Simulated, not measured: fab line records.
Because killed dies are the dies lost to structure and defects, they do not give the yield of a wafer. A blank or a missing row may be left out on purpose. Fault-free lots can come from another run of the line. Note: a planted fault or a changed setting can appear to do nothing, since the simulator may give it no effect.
A struck lot beside a sound one || flow n5-finfet || 14 out of 1938 route steps
Sound: wafers L835.1, L835.3, L835.4. Struck: wafer L845.5 (left out: L845.6, a lot-mate that was not struck); the cause follows at the end.
For every step that has rows: the tool of each side, followed by ch and its chambers, followed by its first start. Under that, the readings that differ: sound wafers || struck wafers || difference of the means || sigmas: that difference in standard deviations of wafers without a fault.
alike: readings with means less than 2 such deviations apart, plus words and numbers identical on both sides. not compared: withheld readings, readings lacking a value on some wafer, bounds such as >300 that could conceal the same value, and numbers that have no deviation in the record and whose values overlap.
The two part at a step that has a row with sigmas, a row that says differs or no value, or rows on one side only. Numbers that have no deviation but don't overlap get no sigmas and don't part them. A reading missing from all wafers of one side parts the sides only when that side holds two or more wafers.

first, 5 steps without rows for these wafers: N5_BEOL_M10_EBR_24; N5_BEOL_M10_SOFTBAKE_23 (time 60 s); N5_BEOL_M10_EXPOSE_25 (exposes mask V9); N5_BEOL_M10_PEB_26 (peb time 60 s); N5_BEOL_M10_DEVELOP_27 (develop time 30 s).
N5_BEOL_M10_CD_MEAS_28: the cd target is 70 nm.
  sound on cd-sem-02 ch 0, day 13 03:39; struck on cd-sem-01 ch 0, day 15 17:38
  alike: cd-nm
N5_BEOL_M10_OVL_MEAS_29:
  sound on overlay-02 ch 0, day 13 03:41; struck on overlay-02 ch 0, day 15 17:40
  alike: V9_OVL
N5_BEOL_M10_INSPECT_30: inspects for defects (brightfield).
  struck on defect-inspect-02, day 15 17:41; sound on defect-inspect-02, day 13 03:42
  alike: raw-defect-count
N5_BEOL_M10_DESCUM_33: chemistry O2, time 7.9 s.
  sound on rie-diel-05 ch 0,1,2, day 13 03:47; struck on rie-diel-06 ch 1, day 15 17:46
{"reading": "showerhead-plenum-p-Torr (Torr)", "sound": "2.08 1.99 2.04", "struck": 2.22, "difference": "+0.18", "sigmas": "+2"}
  alike: drypump-motor-current-A, oes-product-au, rf-vpp-V, throttle-valve-pct
  not compared: rf-hours-counter-h
N5_BEOL_M10_ETCH_65: etches SiARC in CF4, target depth 39 nm, time 65 s.
  sound on rie-diel-05 ch 0,1,2, day 13 03:49; struck on rie-diel-06 ch 1, day 15 17:49
{"reading": "showerhead-plenum-p-Torr (Torr)", "sound": "2.11 2.04 2.09", "struck": 2.26, "difference": "+0.18", "sigmas": "+2"}
  alike: bias-w, drypump-motor-current-A, etch-rf-on-time-s, oes-product-au, rf-vpp-V, throttle-valve-pct
  not compared: rf-hours-counter-h
N5_BEOL_M10_ETCH_66: etches SOC in N2/H2, target depth 120 nm, overetch 24 nm, time 180 s.
  sound on rie-diel-05 ch 0,1,2, day 13 03:52; struck on rie-diel-06 ch 1, day 15 17:54
{"reading": "rf-vpp-V (V)", "sound": "522.9 520.4 521.3", "struck": 527.3, "difference": "+5.8", "sigmas": "+2"}
{"reading": "showerhead-plenum-p-Torr (Torr)", "sound": "2.51 2.45 2.46", "struck": 2.67, "difference": "+0.20", "sigmas": "+2"}
  alike: bias-w, drypump-motor-current-A, h2-flow-sccm, oes-product-au, run-length-s, throttle-valve-pct
  not compared: rf-hours-counter-h
then, 1 step without rows for these wafers: N5_BEOL_M10_STRIP_69 (strips in N2/H2).
N5_BEOL_M10_VIA_ETCH_34: etches SiCOH lowk in C4F6/O2, target depth 184.5 nm, time 69.2 s.
  sound on rie-diel-05 ch 0,1,2, day 13 03:59; struck on rie-diel-06 ch 1, day 15 17:59
{"reading": "run-length-s (s)", "sound": "93.0 92.1 93.2", "struck": 86.0, "difference": -6.8, "sigmas": -17}
{"reading": "showerhead-plenum-p-Torr (Torr)", "sound": "2.79 2.72 2.78", "struck": 3.00, "difference": "+0.24", "sigmas": "+2"}
{"reading": "model.etch.depth-nm (nm)", "sound": "184 186.2 188.6", "struck": 169.4, "difference": -16.9, "sigmas": ""}
{"reading": "model.SOC_of_BEOL_M10_COAT_63.thk-nm (nm)", "sound": "91.4 91.6 91.4", "struck": 93.2, "difference": "+1.7", "sigmas": ""}
  alike: drypump-motor-current-A, oes-product-au, rf-vpp-V, throttle-valve-pct
  not compared: bias-w, rf-hours-counter-h
then, 1 step without rows for these wafers: N5_BEOL_M10_STRIP_73 (strips in C4F6/O2).

WHERE THEY PART
Earliest at N5_BEOL_M10_DESCUM_33; latest, in this record, at N5_BEOL_M10_VIA_ETCH_34.

WHY: the cause the simulator had injected
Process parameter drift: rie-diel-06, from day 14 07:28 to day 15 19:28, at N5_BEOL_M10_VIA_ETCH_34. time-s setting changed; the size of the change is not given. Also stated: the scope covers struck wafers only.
